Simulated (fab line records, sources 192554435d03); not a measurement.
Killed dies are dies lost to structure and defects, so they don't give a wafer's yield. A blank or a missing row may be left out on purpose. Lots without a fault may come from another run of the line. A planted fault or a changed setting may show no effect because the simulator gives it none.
Problem report in the 8D (eight disciplines) form, filled by code | flow n5_finfet | the parts of the form that need people (team, actions taken, sign-off) are left out

1. THE PROBLEM
killed_at_contacts at N5_PASSIVATION_PROBE_49 reads a mean of 1093 on 3 wafers of 3 lots; wafers without a fault read 12 with a standard deviation of 6.5. That is +99 or more standard deviations from the usual mean.
First seen on wafer L466.3, day 16 10:59, on prober-02. The record holds 6 wafers of 3 lots with a number at this step. Rule for "out", or "out of limits": more than 4 standard deviations from the usual mean. The other wafers with a number count as sound.

2. WHAT IT IS AND WHAT IT IS NOT
question                    | is                                                                                                                     | is not
which readings at this step | killed_at_contacts, defect_limited_yield, killed_dies, killed_on_rim, sort_bin_5_function, sort_n_pass, sort_yield_pct | killed_at_M0_to_M3, killed_at_M4_up, killed_at_front_end, killed_at_other, killed_open, killed_short, sort_bin_6_memory
which lots                  | L466, L467, L468                                                                                                       | -
which wafers of those lots  | L466.3, L467.3, L468.3                                                                                                 | L466.6, L467.4, L468.4
read on which tools         | prober-02                                                                                                              | -
when                        | from day 16 10:59                                                                                                      | up to then (0 sound wafers); but 3 sound wafers of L466, L467, L468 came after

3. SUSPECTS, AND WHAT RULES EACH OUT
Counting: a tool at a process step up to the reading stays a suspect if it ran every lot that is out. Sound lots after the first of them don't rule it out here, since some wafers of a struck lot are sound.
- ald_sin-03 at N5_MOL_CONTACT_COAG_ALD_133 (deposits SiO2, target thk 5 nm, pulse time 1 s, co reactant pulse time 1 s): kept. It ran every lot that is out, first L466 (day 8 19:21).
- prober-02 at N5_PASSIVATION_PROBE_49: kept. It ran every lot that is out, first L466 (day 16 10:59). Its own readings are out on those wafers: defect_limited_yield, killed_at_contacts, killed_dies, killed_on_rim, sort_bin_5_function, sort_n_pass, sort_yield_pct.
Left after counting: ald_sin-03 at N5_MOL_CONTACT_COAG_ALD_133, prober-02 at N5_PASSIVATION_PROBE_49.

4. THE CAUSE (what the simulator had put in)
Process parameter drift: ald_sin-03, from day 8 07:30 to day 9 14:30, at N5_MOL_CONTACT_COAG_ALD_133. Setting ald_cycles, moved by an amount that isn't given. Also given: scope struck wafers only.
Counting left 2 suspects, and this tool is among them.

5. THE CHAIN OF EFFECTS, in route order
Each row: a reading whose mean over the struck wafers that have a number lies more than 3 standard deviations from the usual. Only readings for which the record gives a usual standard deviation are gone through. hours: the time from each lot's start at the first step in this table that gives one to its start at this step, as a median over the lots. sigmas: the change in usual standard deviations.
hours | step                    | reading              | usual  | on struck wafers | change | sigmas
0     | N5_PASSIVATION_PROBE_49 | defect_limited_yield | 91.2 % | 0.0              | -91.2  | -65
0     | N5_PASSIVATION_PROBE_49 | killed_at_contacts   | 12     | 1093             | +1081  | +99 or more
0     | N5_PASSIVATION_PROBE_49 | killed_dies          | 104    | 1180             | +1076  | +67
0     | N5_PASSIVATION_PROBE_49 | killed_on_rim        | 14     | 152              | +138   | +35
0     | N5_PASSIVATION_PROBE_49 | sort_bin_5_function  | 5.1 %  | 96.4             | +91.3  | +99 or more
0     | N5_PASSIVATION_PROBE_49 | sort_n_pass          | 1076   | 0                | -1076  | -67
0     | N5_PASSIVATION_PROBE_49 | sort_yield_pct       | 91.2 % | 0.0              | -91.2  | -65
The process steps in it:
- N5_PASSIVATION_PROBE_49

6. WHAT WOULD HAVE CAUGHT IT SOONER
In this record the first reading out of limits was taken at day 16 10:59, 195 hours after the fault began at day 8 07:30.
Of the tool readings at N5_MOL_CONTACT_COAG_ALD_133 for which the record gives a usual standard deviation, none was out on any struck wafer, so an alarm limit of 4 standard deviations on them would not have fired.
All the lots that are out (3) had begun N5_MOL_CONTACT_COAG_ALD_133 on ald_sin-03 by day 16 10:59. A hold on the tool at that time would have spared none of them.
